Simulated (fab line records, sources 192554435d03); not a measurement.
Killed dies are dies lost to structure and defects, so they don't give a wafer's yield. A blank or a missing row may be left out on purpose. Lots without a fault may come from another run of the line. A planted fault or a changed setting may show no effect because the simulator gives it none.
Which tool did it? | flow n5_finfet | 11 lots, 30 wafers sampled, at 5 steps of a route of 1938

WHAT THE GAUGES READ, wafer by wafer
The record holds no reading of a measuring or inspecting step that can be judged against a usual standard deviation.

WHICH TOOL RAN EACH LOT (tool, then ch and the chambers of the sampled wafers, then the start)
lot  | N5_MOL_CONTACT_COAG_ETCH_65       | N5_BEOL_M15_PRE_CLEAN_42     | N5_MIM_TOP_ALD_00                | N5_PASSIVATION_PECVD_55         | N5_PASSIVATION_PROBE_49
L221 | rie_diel-04 ch 0,1,2, day 5 08:35 | pvd_sputter-02, day 12 01:30 | ald_hk-03 ch 0,1,2, day 12 05:32 | pecvd-04 ch 0,1, day 12 10:53   | -
L222 | rie_diel-05 ch 1,3, day 5 10:02   | pvd_sputter-03, day 12 02:47 | ald_hk-01 ch 0,2,3, day 12 09:23 | pecvd-01 ch 1,2, day 12 12:43   | -
L223 | rie_diel-06 ch 1,2,3, day 5 16:36 | pvd_sputter-03, day 11 13:17 | ald_hk-03 ch 0,2, day 11 16:24   | pecvd-03 ch 0,2, day 11 19:45   | -
L228 | rie_diel-06 ch 3, day 6 20:52     | pvd_sputter-02, day 12 23:10 | ald_hk-03 ch 3, day 13 02:14     | pecvd-03 ch 2, day 13 07:33     | prober-01, day 13 18:19
L235 | rie_diel-05 ch 0,2, day 8 15:16   | pvd_sputter-03, day 15 06:17 | ald_hk-02 ch 0,1,3, day 15 09:42 | pecvd-01 ch 0,2, day 15 13:21   | -
L237 | rie_diel-05 ch 0,3, day 9 04:15   | pvd_sputter-02, day 15 06:50 | ald_hk-03 ch 1,2, day 15 10:24   | pecvd-04 ch 0,1,2, day 15 13:23 | -
L240 | rie_diel-06 ch 2,3, day 9 23:19   | pvd_sputter-02, day 16 14:05 | ald_hk-02 ch 0,1,2, day 16 17:14 | pecvd-04 ch 0,2, day 16 22:32   | -
L241 | rie_diel-06 ch 1,2, day 10 06:25  | pvd_sputter-03, day 16 20:47 | ald_hk-02 ch 2,3, day 17 00:25   | pecvd-03 ch 0,1, day 17 03:54   | -
L242 | rie_diel-06 ch 1,2, day 10 07:10  | pvd_sputter-02, day 16 19:43 | ald_hk-01 ch 0,2,3, day 17 00:02 | pecvd-04 ch 0,2, day 17 03:30   | -
L243 | rie_diel-04 ch 0,3, day 10 20:23  | pvd_sputter-03, day 17 02:07 | ald_hk-02 ch 0,1,2, day 17 05:21 | pecvd-04 ch 0,2, day 17 08:52   | -
L244 | rie_diel-06 ch 0,1, day 11 04:09  | pvd_sputter-02, day 17 02:21 | ald_hk-03 ch 2,3, day 17 05:34   | pecvd-03 ch 0,2, day 17 08:55   | -
- N5_MOL_CONTACT_COAG_ETCH_65: etches underlayer in N2/H2, target depth 13 nm, time 10.4 s.
- N5_BEOL_M15_PRE_CLEAN_42: time 30 s.
- N5_MIM_TOP_ALD_00: deposits Al2O3, purge time 3 s, co reactant pulse time 3 s.
- N5_PASSIVATION_PECVD_55: deposits SiO2 from SiH4/N2O, target thk 400 nm, time 22.5 s.
- N5_PASSIVATION_PROBE_49

WHAT THE TOOLS THEMSELVES READ (means of the sampled wafers that have a number; where no wafer has one, the mark that the record gives instead)
N5_MOL_CONTACT_COAG_ETCH_65.
lot  | tool        | drypump_motor_current_A (A) | etch_rf_on_time_s (s) | oes_product_au (a.u.) | rf_vpp_V (V) | showerhead_plenum_p_Torr (Torr) | throttle_valve_pct (%)
L221 | rie_diel-04 | 6.1                         | 10.24                 | 0.62                  | 525.4        | 2.59                            | 18.07
L222 | rie_diel-05 | 5.7                         | 10.23                 | 0.60                  | 521.0        | 2.48                            | 18.24
L223 | rie_diel-06 | 5.3                         | 10.39                 | 0.67                  | 524.5        | 2.60                            | 17.78
L228 | rie_diel-06 | 5.9                         | 10.35                 | 0.70                  | 525.1        | 2.58                            | 17.80
L235 | rie_diel-05 | 5.1                         | 10.19                 | 0.69                  | 524.1        | 2.52                            | 17.67
L237 | rie_diel-05 | 5.8                         | 9.97                  | 0.73                  | 524.1        | 2.54                            | 17.87
L240 | rie_diel-06 | 5.4                         | 10.41                 | 0.67                  | 526.8        | 2.64                            | 17.77
L241 | rie_diel-06 | 4.9                         | 10.44                 | 0.61                  | 524.1        | 2.56                            | 17.88
L242 | rie_diel-06 | 4.9                         | 10.41                 | 0.62                  | 524.5        | 2.56                            | 17.88
L243 | rie_diel-04 | 6.5                         | 10.31                 | 0.63                  | 524.5        | 2.57                            | 18.05
L244 | rie_diel-06 | 5.5                         | 10.49                 | 0.71                  | 522.2        | 2.50                            | 17.91

N5_BEOL_M15_PRE_CLEAN_42.
lot  | tool           | heater_power_w (W)
L221 | pvd_sputter-02 | 521
L222 | pvd_sputter-03 | 515
L223 | pvd_sputter-03 | 519
L228 | pvd_sputter-02 | 548
L235 | pvd_sputter-03 | 517
L237 | pvd_sputter-02 | 492
L240 | pvd_sputter-02 | 473
L241 | pvd_sputter-03 | 446
L242 | pvd_sputter-02 | 487
L243 | pvd_sputter-03 | 492
L244 | pvd_sputter-02 | 388

N5_MIM_TOP_ALD_00.
lot  | tool      | precursor_pulse_height_rel
L221 | ald_hk-03 | 1.006
L222 | ald_hk-01 | 1.009
L223 | ald_hk-03 | 0.983
L228 | ald_hk-03 | 0.963
L235 | ald_hk-02 | 1.000
L237 | ald_hk-03 | 1.002
L240 | ald_hk-02 | 1.008
L241 | ald_hk-02 | 0.977
L242 | ald_hk-01 | 0.996
L243 | ald_hk-02 | 0.995
L244 | ald_hk-03 | 0.988

N5_PASSIVATION_PECVD_55.
lot  | tool     | heater_power_w (W) | showerhead_plenum_p_Torr (Torr) | throttle_valve_pct (%)
L221 | pecvd-04 | 583                | 8.23                            | 55.2
L222 | pecvd-01 | 760                | 8.20                            | 51.9
L223 | pecvd-03 | 636                | 8.15                            | 49.9
L228 | pecvd-03 | 732                | 8.14                            | 49.3
L235 | pecvd-01 | 658                | 8.26                            | 51.9
L237 | pecvd-04 | 618                | 8.20                            | 52.3
L240 | pecvd-04 | 593                | 8.23                            | 52.4
L241 | pecvd-03 | 496                | 8.16                            | 51.6
L242 | pecvd-04 | 597                | 8.24                            | 52.5
L243 | pecvd-04 | 591                | 8.25                            | 52.5
L244 | pecvd-03 | 604                | 8.14                            | 50.5

N5_PASSIVATION_PROBE_49.
lot  | tool      | defect_limited_yield (%) | killed_at_M0_to_M3 | killed_at_M4_up | killed_at_contacts | killed_at_front_end | killed_at_other | killed_dies | killed_on_rim | killed_open | killed_short | sort_bin_5_function (%) | sort_bin_6_memory (%) | sort_bin_8_speed (%) | sort_n_pass | sort_yield_pct (%)
L228 | prober-01 | 85.3                     | 41                 | 19              | 89                 | 24                  | 0               | 173         | 23            | 74          | 28           | 9.3                     | 3.1                   | 0.0                  | 1007        | 85.3

THE ANSWER, worked out from the rows above alone
Rule: what is usual is taken from the lots themselves. Put in order of their means at a reading, lots are off if they are a third of the lots or fewer, leave a main group of 4 or more, and stand apart from it by a gap of 3 or more times the standard deviation of the main group's means; of several such gaps the widest counts. A main group whose means are all the same, to the digits that the tables above print for the reading, isn't used. A lot without any number at a reading at which 4 lots or more have one is off too. The other lots that the step has rows for count as sound. The gauges are gone through in route order, then the tools' own readings, and for those a lot's mean is taken as printed above. The first step at which some lot is off is used, and at that step the reading that is off furthest; a lot without a number counts as furthest.
No lot is off at any reading shown: from this, nothing can be told.

WHAT THE SIMULATOR HAD PUT IN
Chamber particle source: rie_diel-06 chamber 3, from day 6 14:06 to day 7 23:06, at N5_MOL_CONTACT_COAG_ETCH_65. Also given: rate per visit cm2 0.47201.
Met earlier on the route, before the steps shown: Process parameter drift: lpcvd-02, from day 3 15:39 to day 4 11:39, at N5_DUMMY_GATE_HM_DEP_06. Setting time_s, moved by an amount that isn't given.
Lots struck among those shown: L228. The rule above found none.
